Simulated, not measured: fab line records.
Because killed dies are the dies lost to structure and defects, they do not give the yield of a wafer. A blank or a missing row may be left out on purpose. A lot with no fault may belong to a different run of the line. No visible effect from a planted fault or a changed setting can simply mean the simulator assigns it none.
Chamber matching    flow nand_harc    NHARC_P_M0_DESCUM_14 on rie_diel-02 has 4 sister chambers
The step chemistry O2, time 3 s. 4 wafers are shown with their chamber, then 11 later ones without.

WAFERS WITH THEIR CHAMBER
wafer   chamber  drypump_motor_current_A (A)
L083.3  1        6.1
L084.1  2        6.1
L084.5  0        5.5
L086.2  3        5.5

WAFERS MISSING THEIR CHAMBER
wafer   drypump_motor_current_A (A)
L086.3  6.1
L086.5  6.1
L091.1  6.1
L091.5  6.1
L091.6  6.0
L091.2  5.5
L091.3  5.5
L091.4  6.1
L094.1  5.5
L094.3  6.0
L094.5  5.5

WHICH CHAMBER EACH WENT THROUGH
wafer   from the rows above      in truth
L086.3  can't be placed: 1 or 2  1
L086.5  can't be placed: 1 or 2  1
L091.1  can't be placed: 1 or 2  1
L091.5  can't be placed: 1 or 2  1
L091.6  can't be placed: 1 or 2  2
L091.2  can't be placed: 0 or 3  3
L091.3  can't be placed: 0 or 3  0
L091.4  can't be placed: 1 or 2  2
L094.1  can't be placed: 0 or 3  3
L094.3  can't be placed: 1 or 2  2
L094.5  can't be placed: 0 or 3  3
0 of 11 placed correctly. Unplaceable from these rows: 11, with the true chamber sitting among the candidates in 11. 0 placed wrongly.
How it was worked out, from the rows above alone: a wafer's distance from a chamber is the root of the sum, over the readings, of the square of ((its reading less the chamber's mean) divided by the reading's scatter). If the next closest chamber is less than 2 further off than the closest, the wafer can't be placed; otherwise it belongs to the closest. The mean given for a chamber averages the wafers shown for that chamber. The scatter (one wafer shown for each chamber): square how far every hidden wafer sits from the nearest shown wafer, average those squares and take the square root.
